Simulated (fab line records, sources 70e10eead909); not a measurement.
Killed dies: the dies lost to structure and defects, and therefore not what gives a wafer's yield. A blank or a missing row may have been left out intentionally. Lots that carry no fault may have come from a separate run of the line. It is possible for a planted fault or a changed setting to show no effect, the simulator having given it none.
fab line records	flow nand_harc
[record] lots = 13	wafers = 36	last_day = 33
route steps=1302 shown P_BONDPAD@374 A_ZERO_WELL@404 A_SOURCE_PLATE@420 A_ONON_D1@424 END@1302
lots untouched by any fault: they come from a run of this same line in which no faults occurred
start_h: hours from the record's first day to the start of the lot's first wafer shown	wait_h: hours since the lot's step before	" same as the row above	L1.1+2: several wafers, shown together as one row	- value missing, or start not given	* or withheld: withheld	< > ~ a bound
route shown NAME@n: NAME is a module with steps in the file, n the number in the route of the first one	usual: average and standard deviation across the fault-free wafers	same: alike in all rows	chamber/n: place in a boat	sites: each site's reading	_std_site: their standard deviation	_edge_site: outer sites' mean less inner sites'	radius_mm: for every site, how far away it sits from the centre of the wafer	mask NAME#n: copy n	behind: the most recent tool/chamber to have shaped the wafer	hold: the reason the lot was held/the length of the hold in hours/how it ended	device: the n, p or np transistor that did not switch	end of line: the route-end tests of the same wafers	where a step has no rows: the recipe by itself	killed: dies lost to structure and defects at the first sort, not the wafer's yield	map: shows each die of a wafer: x if killed, . if not, _ if none is there
set.NAME: the run value of the setting; set.NAME@STEP: its run value at that earlier step	model.NAME: the simulator's own value behind a step, which no gauge read
route steps across a sampled set of lots; one table per step, one row per wafer
services: a tool's chamber out of use, with start hour (start_h, from the record's first day; less than 0 if before it), hours out, and reason
[[steps]]
[step NHARC_P_BONDPAD_DEGAS_25]
[recipe] temp_c = 300	time_s = 60
[usual] heater_power_w = 480/43
lot.wafer	tool	chamber	start_h	wait_h	heater_power_w
L411.2	pvd_sputter-01	-	139.96	-	454
L411.4	"	-	"	"	550
L411.5	"	-	"	"	464
L415.2	pvd_sputter-03	-	180.76	-	433
L415.3	"	-	"	"	431
L415.5	"	-	"	"	563
L416.3	pvd_sputter-03	-	198.33	-	421
L416.6	"	-	"	"	427
L417.3	pvd_sputter-01	-	206.63	-	455
L417.4	"	-	"	"	563
L418.4	pvd_sputter-03	-	220.50	-	420
L418.6	"	-	"	"	552
L425.3	pvd_sputter-02	-	281.42	-	446
L425.5	"	-	"	"	413
L425.6	"	-	"	"	450
L424.2	pvd_sputter-01	-	282.47	-	537
L424.4	"	-	"	"	450
L424.5	"	-	"	"	529
L426.3	pvd_sputter-03	-	297.78	-	427
L426.1	"	-	"	"	562
L426.2	"	-	"	"	508
L427.2	pvd_sputter-01	-	306.09	-	526
L427.4	"	-	"	"	465
L427.3	"	-	"	"	476
L428.1	pvd_sputter-01	-	312.71	-	465
L428.2	"	-	"	"	481
L428.5	"	-	"	"	470
L430.2	pvd_sputter-03	-	336.96	-	512
L430.4	"	-	"	"	427
L430.5	"	-	"	"	565
L431.2	pvd_sputter-01	-	345.78	-	462
L431.1	"	-	"	"	479
L431.4	"	-	"	"	529
L433.2	pvd_sputter-01	-	372.61	-	470
L433.1	"	-	"	"	478
L433.5	"	-	"	"	478
[step NHARC_A_ZERO_WELL_ETCH_19]
[recipe] target_depth_a = 800	overetch_a = 240	time_s = 87.88	ion_energy_ev = 200	n2_flow_sccm = 150	h2_flow_sccm = 150	ar_flow_sccm = 0	rf_w = 400	bias_w = 150	chemistry = N2/H2
[usual] drypump_motor_current_A = 5.9/0.41	oes_product_au = 1.000/0.0076	rf_vpp_V = 430.4/2	showerhead_plenum_p_Torr = 2.04/0.07	throttle_valve_pct = 14.173/0.009
lot.wafer	tool	chamber	start_h	wait_h	drypump_motor_current_A	oes_product_au	rf_hours_counter_h	rf_vpp_V	showerhead_plenum_p_Torr	throttle_valve_pct
L411.4	rie_diel-12	0	143.11	0.1	5.4	1.006	6	431.1	2.05	14.153
L411.2	"	1	"	"	5.8	1.003	6	432.2	2.05	14.172
L411.5	"	0	"	"	5.5	1.008	-	431.6	2.05	14.174
L415.2	rie_diel-07	2	183.91	0.1	5.8	0.989	1	430.3	2.08	14.159
L415.3	"	0	"	"	5.9	1.007	1	433.3	2.14	14.180
L415.5	"	1	"	"	5.7	1.003	-	429.9	2.03	14.162
L416.3	rie_diel-07	0	201.56	0.1	5.9	0.996	1	432.2	2.14	14.178
L416.6	"	1	"	"	5.7	0.999	-	430.6	2.03	14.175
L417.3	rie_diel-07	3	209.81	0.1	6.5	1.006	1	425.4	1.93	14.165
L417.4	"	0	"	"	5.9	1.000	2	432.8	2.14	14.182
L418.4	rie_diel-07	1	223.65	0.1	5.7	1.006	2	431.4	2.03	14.178
L418.6	"	0	"	"	5.9	0.997	-	432.9	2.14	14.184
L425.3	rie_diel-07	3	284.59	0.1	6.5	1.001	3	428.7	1.93	14.182
L425.6	"	2	"	"	5.7	1.003	-	431.0	2.08	14.169
L425.5	"	3	"	"	6.5	1.004	-	428.7	1.93	14.173
L424.2	rie_diel-07	0	285.67	0.1	5.9	0.999	4	432.1	2.14	14.170
L424.4	"	2	"	"	5.7	0.993	3	431.3	2.08	14.169
L424.5	"	3	"	"	6.5	0.999	-	427.8	1.93	14.192
L426.2	rie_diel-12	2	300.86	0.1	5.1	1.004	4	428.9	1.99	14.174
L426.1	"	0	"	"	5.4	1.014	5	431.4	2.04	14.190
L426.3	"	1	"	"	5.8	0.990	4	431.0	2.05	14.174
L427.2	rie_diel-12	3	309.14	0.1	6.5	0.991	6	427.8	2.00	14.156
L427.3	"	1	"	"	5.8	0.996	5	431.5	2.05	14.179
L427.4	"	2	"	"	5.1	0.981	5	428.2	1.99	14.190
L428.1	rie_diel-07	3	315.88	0.1	6.5	1.010	0	429.3	1.93	14.173
L428.2	"	1	"	"	5.7	1.004	1	430.2	2.03	14.172
L428.5	"	3	"	"	6.5	1.007	-	426.4	1.93	14.173
L430.2	rie_diel-12	0	340.14	0.1	5.5	0.998	10	430.9	2.04	14.181
L430.5	"	0	"	"	5.5	1.001	-	431.1	2.04	14.170
L430.4	"	2	"	"	5.1	0.991	-	427.6	1.99	14.199
L431.2	rie_diel-07	3	348.95	0.1	6.5	1.017	1	428.0	1.92	14.170
L431.1	"	1	"	"	5.7	1.001	1	430.2	2.03	14.171
L431.4	"	2	"	"	5.7	1.007	1	429.7	2.08	14.175
L433.1	rie_diel-07	0	375.76	0.1	5.9	1.002	2	433.2	2.14	14.175
L433.2	"	1	"	"	5.7	0.995	2	430.1	2.03	14.174
L433.5	"	1	"	"	5.7	1.007	-	430.5	2.03	14.166
[step NHARC_A_SOURCE_PLATE_THK_MEAS_06]
[recipe] thk_meas_gauge = ellipsometry
[usual] thk_nm = 200.6/2.3
lot.wafer	tool	chamber	start_h	wait_h	thk_nm
L411.2	film_metro-02	-	163.77	0.4	203.4
L411.4	"	-	"	"	202.2
L411.5	"	-	"	"	198.9
L415.2	film_metro-02	-	205.47	0.4	204.3
L415.3	"	-	"	"	205.0
L415.5	"	-	"	"	204.7
L416.3	film_metro-02	-	226.68	0.4	201.8
L416.6	"	-	"	"	202.1
L417.3	film_metro-02	-	231.30	0.4	200.4
L417.4	"	-	"	"	198.7
L418.4	film_metro-02	-	248.01	0.4	199.2
L418.6	"	-	"	"	199.7
L424.2	film_metro-02	-	305.07	0.4	201.2
L424.4	"	-	"	"	200.8
L424.5	"	-	"	"	200.6
L425.3	film_metro-01	-	305.07	0.4	198.9
L425.5	"	-	"	"	200.9
L425.6	"	-	"	"	200.4
L426.1	film_metro-01	-	324.19	0.4	203.8
L426.2	"	-	"	"	204.6
L426.3	"	-	"	"	201.6
L427.2	film_metro-02	-	329.73	0.4	203.1
L427.3	"	-	"	"	199.3
L427.4	"	-	"	"	199.8
L428.1	film_metro-01	-	339.81	0.4	199.7
L428.2	"	-	"	"	202.3
L428.5	"	-	"	"	201.8
L430.2	film_metro-02	-	361.18	0.4	199.7
L430.4	"	-	"	"	201.1
L430.5	"	-	"	"	200.7
L431.1	film_metro-01	-	371.01	0.4	199.1
L431.2	"	-	"	"	202.4
L431.4	"	-	"	"	202.6
L433.1	film_metro-02	-	399.41	0.4	196.3
L433.2	"	-	"	"	198.8
L433.5	"	-	"	"	196.6
[step NHARC_A_ONON_D1_DEP_00]
[recipe] target_thk_a = 10000	n2_flow_sccm = 2750	n2o_flow_sccm = 2000	nh3_flow_sccm = 500	sih4_flow_sccm = 210	temp_c = 400
[usual] n2o_flow_sccm = 1998/5.5	nh3_flow_sccm = 500.5/1.6
lot.wafer	tool	chamber	start_h	wait_h	n2o_flow_sccm	nh3_flow_sccm
L411.2	pecvd_onon-01	0	163.98	0.1	1999	499.2
L411.4	"	0	"	"	2000	500.3
L411.5	"	0	"	"	2013	498.4
L415.2	pecvd_onon-04	0	205.70	0.1	2003	501.9
L415.3	"	0	"	"	2001	501.1
L415.5	"	0	"	"	1995	500.6
L416.3	pecvd_onon-01	0	226.94	0.2	2004	500.5
L416.6	"	0	"	"	2006	499.0
L417.3	pecvd_onon-01	0	231.58	0.2	1998	498.6
L417.4	"	0	"	"	2002	498.8
L418.4	pecvd_onon-01	0	248.33	0.2	1999	500.2
L418.6	"	0	"	"	2008	500.1
L424.2	pecvd_onon-04	0	305.26	0.1	1997	500.1
L424.4	"	0	"	"	1992	502.5
L424.5	"	0	"	"	1993	501.4
L425.3	pecvd_onon-01	0	305.31	0.2	2006	501.8
L425.5	"	0	"	"	1991	504.8
L425.6	"	0	"	"	1988	501.8
L426.1	pecvd_onon-04	0	324.37	0.1	2000	500.7
L426.2	"	0	"	"	1995	499.6
L426.3	"	0	"	"	2006	497.8
L427.2	pecvd_onon-01	0	329.96	0.1	1997	502.8
L427.3	"	0	"	"	1988	500.6
L427.4	"	0	"	"	1996	501.2
L428.1	pecvd_onon-04	0	339.94	0.1	1995	500.1
L428.2	"	0	"	"	2005	499.1
L428.5	"	0	"	"	1997	501.4
L430.2	pecvd_onon-01	0	361.41	0.1	1999	500.4
L430.4	"	0	"	"	1995	500.8
L430.5	"	0	"	"	2005	500.7
L431.1	pecvd_onon-01	0	371.16	0.1	1997	502.6
L431.2	"	0	"	"	1998	502.3
L431.4	"	0	"	"	1994	501.7
L433.1	pecvd_onon-01	0	399.54	0.1	2000	500.6
L433.2	"	0	"	"	1991	500.0
L433.5	"	0	"	"	1996	498.8
[step NHARC_A_ONON_D1_THK_MEAS_02]
[recipe] thk_meas_gauge = ellipsometry
[usual] thk_nm = 996/8.2
lot.wafer	tool	chamber	start_h	wait_h	thk_nm
L411.2	film_metro-02	-	164.43	-	1001
L411.4	"	-	"	"	1000
L411.5	"	-	"	"	1000
L415.2	film_metro-01	-	206.15	-	989
L415.3	"	-	"	"	992
L415.5	"	-	"	"	991
L416.3	film_metro-01	-	227.34	-	678
L416.6	"	-	"	"	992
L417.3	film_metro-02	-	231.98	-	681
L417.4	"	-	"	"	681
L418.4	film_metro-02	-	248.67	-	674
L418.6	"	-	"	"	991
L424.2	film_metro-01	-	305.71	-	1007
L424.4	"	-	"	"	1007
L424.5	"	-	"	"	1006
L425.3	film_metro-02	-	305.71	-	984
L425.5	"	-	"	"	983
L425.6	"	-	"	"	985
L426.1	film_metro-02	-	324.90	-	1004
L426.2	"	-	"	"	1002
L426.3	"	-	"	"	1002
L427.2	film_metro-01	-	330.41	-	991
L427.3	"	-	"	"	988
L427.4	"	-	"	"	987
L428.1	film_metro-01	-	340.45	-	1005
L428.2	"	-	"	"	1004
L428.5	"	-	"	"	1006
L430.2	film_metro-01	-	361.86	-	1009
L430.4	"	-	"	"	1008
L430.5	"	-	"	"	1009
L431.1	film_metro-01	-	371.68	-	996
L431.2	"	-	"	"	996
L431.4	"	-	"	"	996
L433.1	film_metro-02	-	400.05	-	987
L433.2	"	-	"	"	986
L433.5	"	-	"	"	988
[step NHARC_END_SORT_01]
[recipe] temp_c = 25
[usual] killed_at_array = 59/17	killed_at_other = 0.7/0.9	killed_at_periphery = 3.6/2.3	killed_dies = 63/18	killed_open = 3.4/1.9	killed_short = 2.6/1.7
[same] gross_dies = 677
lot.wafer	tool	chamber	start_h	wait_h	killed_at_array	killed_at_other	killed_at_periphery	killed_dies	killed_open	killed_short
L417.3	prober-02	0	631.65	3.1	671	1	5	677	5	3
L417.4	prober-02	0	632.46	3.4	675	0	2	677	3	2
L416.3	prober-01	0	635.92	3.1	673	0	4	677	7	2
L416.6	prober-01	0	638.33	4.0	61	0	5	66	2	2
L418.4	prober-01	0	660.47	3.4	669	1	7	677	3	4
L418.6	prober-01	0	662.08	4.0	86	0	7	93	3	2
L425.3	prober-01	0	706.12	3.1	61	0	3	64	5	2
L425.5	prober-01	0	707.72	3.7	44	0	2	46	0	1
L425.6	prober-01	0	708.51	4.0	45	1	2	48	4	1
// killed by level:class
L417.3 A_ONON_D1:area_dep=584 A_CHANNEL_HOLE_D1:chamber_film_flake=36 A_CHANNEL_HOLE_D2:chamber_film_flake=34 P_M0:geometric_particle:open=3 A_ZERO_WELL:chamber_film_flake=3 A_WL_FILL:chamber_film_flake=3 A_CONTACT:chamber_film_flake=3 A_WL_FILL:geometric_particle:short=2
L417.4 A_ONON_D1:area_dep=593 A_CHANNEL_HOLE_D1:chamber_film_flake=38 A_CHANNEL_HOLE_D2:chamber_film_flake=35 A_WL_FILL:geometric_particle:open=2 A_STAIRCASE:chamber_film_flake=2 P_CONTACT:geometric_particle:short=1 A_DECK1_JOINT:geometric_particle:open=1 A_CHANNEL_FILL_D2:geometric_particle:short=1
L416.3 A_ONON_D1:area_dep=616 A_SLIT:chamber_film_flake=32 A_CHANNEL_HOLE_D2:chamber_film_flake=12 A_CHANNEL_HOLE_D1:chamber_film_flake=3 A_CONTACT:chamber_film_flake=3 P_M0:geometric_particle:open=2 A_ONON_D1:geometric_particle:open=2 P_STI:geometric_particle:short=1
L416.6 A_SLIT:chamber_film_flake=29 A_CHANNEL_HOLE_D2:chamber_film_flake=22 P_BONDPAD:chamber_film_flake=3 P_ZERO_WELL:chamber_film_flake=2 A_CHANNEL_HOLE_D1:chamber_film_flake=2 A_CONTACT:chamber_film_flake=2 A_ONON_D2:geometric_particle:open=1 A_CHANNEL_HOLE_D2:geometric_particle:open=1
L418.4 A_ONON_D1:area_dep=590 A_CHANNEL_HOLE_D1:chamber_film_flake=34 A_SLIT:chamber_film_flake=24 A_CHANNEL_HOLE_D2:chamber_film_flake=10 P_CONTACT:chamber_film_flake=3 A_ONON_D2:geometric_particle:short=2 A_BLC:geometric_particle:open=2 A_STAIRCASE:chamber_film_flake=2
L418.6 A_CHANNEL_HOLE_D1:chamber_film_flake=29 A_SLIT:chamber_film_flake=28 A_CHANNEL_HOLE_D2:chamber_film_flake=16 A_CONTACT:chamber_film_flake=5 P_ZERO_WELL:chamber_film_flake=4 P_CONTACT:chamber_film_flake=3 A_M1:chamber_film_flake=3 A_ONON_D1:geometric_particle:open=1
L425.3 A_CHANNEL_HOLE_D2:chamber_film_flake=29 A_CHANNEL_HOLE_D1:chamber_film_flake=8 A_CONTACT:chamber_film_flake=5 A_WL_FILL:chamber_film_flake=4 A_STAIRCASE:chamber_film_flake=3 A_SLIT:chamber_film_flake=3 P_ZERO_WELL:chamber_film_flake=2 P_GATE:geometric_particle:open=1
L425.5 A_CHANNEL_HOLE_D2:chamber_film_flake=20 A_CHANNEL_HOLE_D1:chamber_film_flake=7 A_CONTACT:chamber_film_flake=7 A_DECK1_JOINT:chamber_film_flake=4 A_SLIT:chamber_film_flake=2 A_CHANNEL_FILL_D2:geometric_particle:short=1 P_STI:chamber_film_flake=1 P_GATE:chamber_film_flake=1
L425.6 A_CHANNEL_HOLE_D2:chamber_film_flake=18 A_CONTACT:chamber_film_flake=7 A_CHANNEL_HOLE_D1:chamber_film_flake=5 A_WL_FILL:chamber_film_flake=5 A_SLIT:chamber_film_flake=4 P_CONTACT:geometric_particle:open=1 A_CHANNEL_FILL_D1:geometric_particle:open=1 A_ONON_D2:geometric_particle:open=1
[[services]]
tool	chamber	start_h	hours	kind
rie_diel-07	-	117.20	9.0	pm
rie_diel-07	0	117.20	9.0	vent_cycle
rie_diel-07	1	117.20	9.0	vent_cycle
rie_diel-07	2	117.20	9.0	vent_cycle
rie_diel-07	3	117.20	9.0	vent_cycle
pvd_sputter-02	-	118.18	28.7	repair
rie_diel-12	3	126.64	5.2	repair
pecvd_onon-04	-	130.10	13.0	pm
pvd_sputter-03	-	160.50	3.6	repair
rie_diel-07	2	169.16	4.4	repair
pvd_sputter-03	-	170.00	10.0	pm
pvd_sputter-03	-	181.10	6.1	repair
pvd_sputter-01	-	234.74	10.0	pm
pvd_sputter-01	-	247.48	7.4	repair
rie_diel-12	-	268.40	9.0	pm
pecvd_onon-01	-	269.00	13.0	pm
pvd_sputter-02	-	282.00	10.0	pm
rie_diel-07	-	294.20	9.0	pm
pecvd_onon-04	-	304.04	0.3	repair
pecvd_onon-04	-	311.10	13.0	pm
rie_diel-12	1	337.64	21.1	repair
pvd_sputter-03	-	344.74	35.2	repair
rie_diel-07	-	391.05	0.4	repair
rie_diel-12	-	392.43	2.7	repair
[[key]]
[first_sign] step = NHARC_A_ONON_D1_THK_MEAS_02	reading = thk_nm	direction = down	sigmas = 39	usual = 996	struck = 679
[effect] step = NHARC_END_SORT_01	reading = killed_at_array	direction = up	sigmas = 36	usual = 59	struck = 672
[more_kills_born_at] NHARC_A_ONON_D1_DEP_00@pecvd_onon-01 = 2383
met_at NHARC_A_ONON_D1_DEP_00
struck_lots L416,L417,L418
struck_wafers L416.3,L417.3,L417.4,L418.4
later_rows_left_out L416.3,L417.3,L417.4,L418.4
tester_left_out L416,L417,L418
not_acting_at NHARC_P_BONDPAD_DEGAS_25,NHARC_A_ZERO_WELL_ETCH_19,NHARC_A_SOURCE_PLATE_THK_MEAS_06
onset_between 163.98 226.94
[fault] kind = process_parameter_drift	tool = pecvd_onon-01	chamber = -	onset_h = 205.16	steps = NHARC_A_ONON_D1_DEP_00	channel = target_thk_a	offset = *	shape = step	end_h = 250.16	scope = struck_wafers_only	acts_in = *	stated = *
// tester_left_out: of these lots the tester's yield and bins aren't shown, on N5 and GAA mostly nor the transistor test; their killed dies are dies lost to structure and defects alone, not to doping, threshold or leakage, so they don't give the yield
// later_rows_left_out: the simulator's readings of these wafers behind a module that went badly wrong aren't trusted and aren't shown, but for the sort
